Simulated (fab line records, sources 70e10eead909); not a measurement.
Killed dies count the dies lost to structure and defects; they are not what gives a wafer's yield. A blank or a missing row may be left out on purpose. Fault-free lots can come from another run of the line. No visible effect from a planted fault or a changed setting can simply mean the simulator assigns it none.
Which tool is to blame? -- flow nand harc -- 13 lots, 39 wafers sampled, at 5 steps of a route of 1159

WHAT THE GAUGES SHOWED, per wafer
NHARC_END_SORT_01.
lot,measured,on,killed at array,killed at other,killed at periphery,killed dies,killed open,killed short
L840,day 24 18:20,prober-01,7 11 93,0 1 1,3 6 5,10 18 99,3 1 2,0 3 2

WHICH TOOL RAN EACH LOT (tool, then ch and the chambers of the sampled wafers, then the start)
lot,NHARC_A_CONTACT_STRIP_108,NHARC_A_M1_ANNEAL_31,NHARC_A_BONDPAD_DEP_00,NHARC_A_BONDPAD_PVD_17
L822,"rie diel-13 ch 0,1,3, day 17 09:43","rtp anneal-02 ch 0, day 18 08:58","pecvd-02 ch 0,1,2, day 18 10:29","pvd sputter-03, no start"
L824,"rie diel-03 ch 0,1, day 17 22:57","rtp anneal-02 ch 0, day 18 13:40","pecvd-04 ch 0,1,2, day 18 15:14","pvd sputter-01, no start"
L825,"rie diel-06 ch 0,2, day 18 02:19","rtp anneal-01 ch 0, day 18 17:05","pecvd-04 ch 1,2, day 18 18:40","pvd sputter-01, no start"
L829,"rie diel-06 ch 2,3, day 18 09:25","rtp anneal-02 ch 0, day 19 01:19","pecvd-01 ch 0,1, day 19 02:46","pvd sputter-03, no start"
L826,"rie diel-03 ch 0,1,2, day 18 13:13","rtp anneal-01 ch 0, day 19 04:47","pecvd-04 ch 0,1,2, no start","pvd sputter-03, no start"
L827,"rie diel-03 ch 0,1, day 18 16:22","rtp anneal-01 ch 0, day 19 05:35","pecvd-02 ch 0,1, no start","pvd sputter-03, no start"
L830,"rie diel-06 ch 0,2,3, day 19 14:55","rtp anneal-01 ch 0, day 20 06:30","pecvd-01 ch 0,2, day 20 08:04","pvd sputter-01, no start"
L832,"rie diel-13 ch 0,2, day 19 15:58","rtp anneal-01 ch 0, day 20 07:16","pecvd-01 ch 0,1,2, day 20 08:48","pvd sputter-02, no start"
L828,"rie diel-06 ch 0,1,3, day 19 22:52","rtp anneal-01 ch 0, day 20 11:33","pecvd-02 ch 0,2, day 20 13:10","pvd sputter-02, no start"
L839,"rie diel-06 ch 1,3, day 21 10:35","rtp anneal-02 ch 0, day 22 05:41","pecvd-01 ch 0,1, day 22 07:24","pvd sputter-02, no start"
L835,"rie diel-13 ch 1,2,3, day 21 11:48","rtp anneal-01 ch 0, day 22 06:35","pecvd-01 ch 0,1,2, day 22 08:07","pvd sputter-01, no start"
L840,"rie diel-06 ch 0,2,3, day 22 06:58","rtp anneal-02 ch 0, day 22 21:26","pecvd-01 ch 1,2, day 22 23:08","pvd sputter-03, day 24 18:20 or earlier"
L843,"rie diel-03 ch 0,3, day 23 06:26","rtp anneal-01 ch 0, day 23 20:47","pecvd-01 ch 0,2, day 23 22:17","pvd sputter-02, no start"
- NHARC_A_CONTACT_STRIP_108: strips in CF4/CHF3.
- NHARC_A_M1_ANNEAL_31: time 90 s.
- NHARC_A_BONDPAD_DEP_00: deposits SiCN, target thk 250 nm.
- NHARC_A_BONDPAD_PVD_17: deposits TaN, target thk 5 nm, time 8.06 s.

WHAT THE TOOLS THEMSELVES READ (means of the sampled wafers that have a number; where no wafer has one, the mark that the record gives instead)
NHARC_A_M1_ANNEAL_31.
lot,tool,wafer_temp_C_max
L822,rtp anneal-02,225.82
L824,rtp anneal-02,225.73
L825,rtp anneal-01,226.01
L829,rtp anneal-02,225.30
L826,rtp anneal-01,226.21
L827,rtp anneal-01,225.93
L830,rtp anneal-01,226.10
L832,rtp anneal-01,225.99
L828,rtp anneal-01,225.79
L839,rtp anneal-02,225.52
L835,rtp anneal-01,225.88
L840,rtp anneal-02,225.68
L843,rtp anneal-01,225.83

NHARC_A_BONDPAD_DEP_00.
lot,tool,heater power w (W)
L822,pecvd-02,587
L824,pecvd-04,512
L825,pecvd-04,530
L829,pecvd-01,660
L826,pecvd-04,467
L827,pecvd-02,574
L830,pecvd-01,563
L832,pecvd-01,613
L828,pecvd-02,518
L839,pecvd-01,620
L835,pecvd-01,604
L840,pecvd-01,564
L843,pecvd-01,577

NHARC_A_BONDPAD_PVD_17.
lot,tool,throttle valve pct (%)
L822,pvd sputter-03,30.3
L824,pvd sputter-01,30.5
L825,pvd sputter-01,30.0
L829,pvd sputter-03,31.3
L826,pvd sputter-03,30.0
L827,pvd sputter-03,30.4
L830,pvd sputter-01,30.0
L832,pvd sputter-02,29.4
L828,pvd sputter-02,29.7
L839,pvd sputter-02,29.9
L835,pvd sputter-01,30.1
L840,pvd sputter-03,30.8
L843,pvd sputter-02,30.9

THE ANSWER, worked out from the rows above alone
Rule: the lots themselves supply what counts as usual. The widest of any qualifying gaps counts: lots, ordered by their means at a reading, are off when they make up no more than a third of the lots, leave a main group of 4 or more, and stand apart from it by 3 or more times the standard deviation of that group's means. A main group whose means are all the same, to the digits that the tables above print for the reading, isn't used. A lot without any number at a reading at which 4 lots or more have one is off too. Any other lot the step has rows for is counted as sound. After the gauges, taken in route order, come the tools' own readings; for these a lot's mean is taken, as printed above. At the first step where some lot is off, the reading lying furthest off is the one used; lots without a number count as furthest.
No lot is off on any of the readings shown, so nothing can be concluded from this.

WHAT WAS PUT IN BY THE SIMULATOR
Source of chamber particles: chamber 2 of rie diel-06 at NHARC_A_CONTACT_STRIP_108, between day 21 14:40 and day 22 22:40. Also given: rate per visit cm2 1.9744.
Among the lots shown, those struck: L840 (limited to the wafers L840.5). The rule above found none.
